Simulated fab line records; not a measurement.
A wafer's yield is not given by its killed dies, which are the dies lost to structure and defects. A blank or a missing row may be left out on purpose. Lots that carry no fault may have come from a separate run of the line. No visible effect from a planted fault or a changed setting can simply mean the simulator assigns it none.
Split-lot experiment | flow n5Finfet | 39 wafers read from 7 lots, route of 1938 steps

THE SPLIT ITSELF
At N5_SD_EPI_N_EPI_21 (deposits Si:P, time 690 s), the setting pressureTorr was moved away from the recipe's 255 Torr on 24 of the 39 wafers read, by -15.8% to +17.7%. The other wafers ran this setting at the recipe's value.

The reading is taken at the split's own step.

THE READING
Si-P_of_SD_EPI_N_EPI_21.thkNm (the simulator's own value, which no gauge read), in nm, at N5_SD_EPI_N_EPI_21 (deposits Si:P, time 690 s). The file gives no usual value for it. The 15 wafers here that ran the recipe average 59.8 nm, standard deviation 0.47 nm.

wafer  | tool, chamber at the split | pressureTorr as run, Torr | against the recipe | Si-P_of_SD_EPI_N_EPI_21.thkNm, nm | against lot-mates on the recipe
L075.1 | epiRpcvd-02, 0             | 255                       | recipe             | 59.4                              | -
L075.2 | epiRpcvd-02, 0             | 255                       | recipe             | 60                                | -
L075.3 | epiRpcvd-02, 0             | 255                       | recipe             | 60                                | -
L075.4 | epiRpcvd-02, 0             | 255                       | recipe             | 60.4                              | -
L075.6 | epiRpcvd-02, 0             | 255                       | recipe             | 60.4                              | -
L075.5 | epiRpcvd-02, 0             | 255                       | recipe             | 59.6                              | -
L083.1 | epiRpcvd-01, 0             | 255                       | recipe             | 59.6                              | -
L083.3 | epiRpcvd-01, 0             | 255                       | recipe             | 59.6                              | -
L083.2 | epiRpcvd-01, 0             | 255                       | recipe             | 59.8                              | -
L083.4 | epiRpcvd-01, 0             | 255                       | recipe             | 60.4                              | -
L083.5 | epiRpcvd-01, 0             | 255                       | recipe             | 60                                | -
L083.6 | epiRpcvd-01, 0             | 255                       | recipe             | 60.2                              | -
L084.1 | epiRpcvd-02, 0             | 300.1                     | +17.7%             | 62                                | no lot-mate on the recipe
L084.2 | epiRpcvd-02, 0             | 300.1                     | +17.7%             | 62                                | no lot-mate on the recipe
L084.3 | epiRpcvd-02, 0             | 300.1                     | +17.7%             | 60.8                              | no lot-mate on the recipe
L084.4 | epiRpcvd-02, 0             | 300.1                     | +17.7%             | 61                                | no lot-mate on the recipe
L084.5 | epiRpcvd-02, 0             | 300.1                     | +17.7%             | 61.8                              | no lot-mate on the recipe
L084.6 | epiRpcvd-02, 0             | 300.1                     | +17.7%             | 61.4                              | no lot-mate on the recipe
L085.1 | epiRpcvd-01, 0             | 255                       | recipe             | 59.2                              | -
L085.3 | epiRpcvd-01, 0             | 255                       | recipe             | 59                                | -
L085.4 | epiRpcvd-01, 0             | 255                       | recipe             | 59                                | -
L086.1 | epiRpcvd-01, 0             | 241.6                     | -5.3%              | 58.8                              | no lot-mate on the recipe
L086.2 | epiRpcvd-01, 0             | 241.6                     | -5.3%              | 57.2                              | no lot-mate on the recipe
L086.3 | epiRpcvd-01, 0             | 241.6                     | -5.3%              | 58.2                              | no lot-mate on the recipe
L086.4 | epiRpcvd-01, 0             | 241.6                     | -5.3%              | 58.2                              | no lot-mate on the recipe
L086.5 | epiRpcvd-01, 0             | 241.6                     | -5.3%              | 58                                | no lot-mate on the recipe
L086.6 | epiRpcvd-01, 0             | 241.6                     | -5.3%              | 58.6                              | no lot-mate on the recipe
L088.1 | epiRpcvd-03, 0             | 214.8                     | -15.8%             | 54.8                              | no lot-mate on the recipe
L088.5 | epiRpcvd-03, 0             | 214.8                     | -15.8%             | 54.8                              | no lot-mate on the recipe
L088.2 | epiRpcvd-03, 0             | 214.8                     | -15.8%             | 55.4                              | no lot-mate on the recipe
L088.6 | epiRpcvd-03, 0             | 214.8                     | -15.8%             | 55.4                              | no lot-mate on the recipe
L088.3 | epiRpcvd-03, 0             | 214.8                     | -15.8%             | 54.4                              | no lot-mate on the recipe
L088.4 | epiRpcvd-03, 0             | 214.8                     | -15.8%             | 55.2                              | no lot-mate on the recipe
L094.1 | epiRpcvd-01, 0             | 268.5                     | +5.3%              | 61.4                              | no lot-mate on the recipe
L094.5 | epiRpcvd-01, 0             | 268.5                     | +5.3%              | 61.4                              | no lot-mate on the recipe
L094.2 | epiRpcvd-01, 0             | 268.5                     | +5.3%              | 60.8                              | no lot-mate on the recipe
L094.4 | epiRpcvd-01, 0             | 268.5                     | +5.3%              | 60.8                              | no lot-mate on the recipe
L094.3 | epiRpcvd-01, 0             | 268.5                     | +5.3%              | 61.2                              | no lot-mate on the recipe
L094.6 | epiRpcvd-01, 0             | 268.5                     | +5.3%              | 61.8                              | no lot-mate on the recipe

FIT RESULTS
A straight line over all 39 wafers: Si-P_of_SD_EPI_N_EPI_21.thkNm changes by +0.199 nm for each +1% of pressureTorr; r = +0.90; the points scatter about the line by 0.96 nm.
Too few moved wafers with a lot-mate on the recipe to fit a line net of each lot's own level.

FILE'S OWN FIT
Si-P_of_SD_EPI_N_EPI_21.thkNm changes by +0.199 nm for each +1% of pressureTorr, r = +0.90.
